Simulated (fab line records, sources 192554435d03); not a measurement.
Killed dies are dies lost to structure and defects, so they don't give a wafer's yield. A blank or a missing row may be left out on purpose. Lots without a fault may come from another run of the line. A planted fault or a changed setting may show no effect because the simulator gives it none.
Split-lot experiment | flow n5_finfet | 7 lots, 39 wafers read, on a route of 1938 steps

THE SPLIT
At N5_SD_EPI_P_EXPOSE_06 (exposes mask SD P BLK, target cd 240 nm), the setting dose_mj was moved away from the recipe's 39.5 on 18 of the 39 wafers read, by -5.5% to +6.8%. The other wafers ran this setting at the recipe's value.

FROM THE SPLIT TO THE READING: what the file shows between them, 2 steps
- N5_SD_EPI_P_PEB_07: peb time 60 s
- N5_SD_EPI_P_DEVELOP_08: develop time 30 s

THE READING
cd_nm, in nm, at N5_SD_EPI_P_CD_MEAS_09 (target cd 240 nm). Fault-free wafers of this fab line usually give 240.1 nm, standard deviation 0.7 nm.

wafer  | tool, chamber at the split | dose_mj as run | against the recipe | cd_nm, nm | against lot-mates on the recipe
L076.1 | arfi_scanner-01, 0         | 39.5           | recipe             | 239.6     | -
L076.2 | arfi_scanner-01, 0         | 41.76          | +5.7%              | 243.3     | +3.7
L076.3 | arfi_scanner-01, 0         | 39.5           | recipe             | 238.9     | -
L076.4 | arfi_scanner-01, 0         | 41.76          | +5.7%              | 243.6     | +4.0
L076.5 | arfi_scanner-01, 0         | 39.5           | recipe             | 240.2     | -
L076.6 | arfi_scanner-01, 0         | 41.76          | +5.7%              | 243.4     | +3.8
L078.1 | arfi_scanner-01, 0         | 42.19          | +6.8%              | 243.9     | +4.6
L078.2 | arfi_scanner-01, 0         | 42.19          | +6.8%              | 243.5     | +4.2
L078.3 | arfi_scanner-01, 0         | 39.5           | recipe             | 239.1     | -
L078.4 | arfi_scanner-01, 0         | 42.19          | +6.8%              | 243.5     | +4.2
L078.5 | arfi_scanner-01, 0         | 39.5           | recipe             | 239.3     | -
L078.6 | arfi_scanner-01, 0         | 39.5           | recipe             | 239.4     | -
L079.2 | arfi_scanner-01, 0         | 39.5           | recipe             | 240.3     | -
L079.4 | arfi_scanner-01, 0         | 39.5           | recipe             | 239.3     | -
L079.6 | arfi_scanner-01, 0         | 39.5           | recipe             | 240.1     | -
L084.1 | arfi_scanner-03, 0         | 37.33          | -5.5%              | 236.5     | -3.6
L084.2 | arfi_scanner-03, 0         | 39.5           | recipe             | 239.7     | -
L084.3 | arfi_scanner-03, 0         | 37.33          | -5.5%              | 236.5     | -3.6
L084.4 | arfi_scanner-03, 0         | 39.5           | recipe             | 239.7     | -
L084.5 | arfi_scanner-03, 0         | 37.33          | -5.5%              | 236.9     | -3.2
L084.6 | arfi_scanner-03, 0         | 39.5           | recipe             | 240.9     | -
L086.1 | arfi_scanner-03, 0         | 38.14          | -3.4%              | 239.4     | -1.3
L086.2 | arfi_scanner-03, 0         | 39.5           | recipe             | 240.3     | -
L086.3 | arfi_scanner-03, 0         | 39.5           | recipe             | 241.0     | -
L086.4 | arfi_scanner-03, 0         | 38.14          | -3.4%              | 238.2     | -2.5
L086.5 | arfi_scanner-03, 0         | 39.5           | recipe             | 240.9     | -
L086.6 | arfi_scanner-03, 0         | 38.14          | -3.4%              | 238.4     | -2.3
L096.1 | arfi_scanner-03, 0         | 37.48          | -5.1%              | 236.5     | -3.8
L096.2 | arfi_scanner-03, 0         | 37.48          | -5.1%              | 236.9     | -3.4
L096.3 | arfi_scanner-03, 0         | 39.5           | recipe             | 239.7     | -
L096.4 | arfi_scanner-03, 0         | 39.5           | recipe             | 241.2     | -
L096.5 | arfi_scanner-03, 0         | 39.5           | recipe             | 240.1     | -
L096.6 | arfi_scanner-03, 0         | 37.48          | -5.1%              | 236.4     | -3.9
L097.1 | arfi_scanner-02, 0         | 39.5           | recipe             | 239.1     | -
L097.2 | arfi_scanner-02, 0         | 38.23          | -3.2%              | 238.2     | -1.6
L097.3 | arfi_scanner-02, 0         | 39.5           | recipe             | 240.0     | -
L097.4 | arfi_scanner-02, 0         | 38.23          | -3.2%              | 237.3     | -2.5
L097.5 | arfi_scanner-02, 0         | 39.5           | recipe             | 240.3     | -
L097.6 | arfi_scanner-02, 0         | 38.23          | -3.2%              | 238.1     | -1.7

THE FIT
A straight line over all 39 wafers: cd_nm changes by +0.58 nm for each +1% of dose_mj; r = +0.96; the points scatter about the line by 0.6 nm.
The same after taking each lot's own level away (the mean of its wafers on the recipe; 39 wafers): +0.656 nm for each +1%; r = +0.98; scatter 0.44 nm.
On that fit, the largest move of dose_mj shifts the reading by 4.5 nm.
The lots' own levels span 239.27 to 240.73 nm, that is 2.1 times the standard deviation above.
So the lot-to-lot level changes the slope: the two fits differ.
Check: with one of the wafers moved furthest among these (+6.8%) left out of the fit, the line predicts +4.45 nm for it against its lot-mates. It came out at +4.63 nm against them.

THE WHOLE CHAIN: every reading that the file lists as answering this split, in the file's order
step                   | what it does                                     | reading                                                         | change (the file's fit)               | r (the file's)
N5_SD_EPI_P_CD_MEAS_09 | target cd 240 nm                                 | cd_nm                                                           | +0.653 nm for each +1% of the setting | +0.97
N5_SD_EPI_P_DESCUM_14  | chemistry O2, time 7.9 s                         | SD_EPI_P.cd_nm (the simulator's own value, which no gauge read) | +0.652 nm for each +1% of the setting | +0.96
N5_SD_EPI_P_ETCH_37    | etches SOC in N2/H2, overetch 108 nm, time 486 s | SD_EPI_P.cd_nm (the simulator's own value, which no gauge read) | +0.663 nm for each +1% of the setting | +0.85

THE FILE'S OWN FIT
cd_nm changes by +0.653 nm for each +1% of dose_mj, r = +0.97.
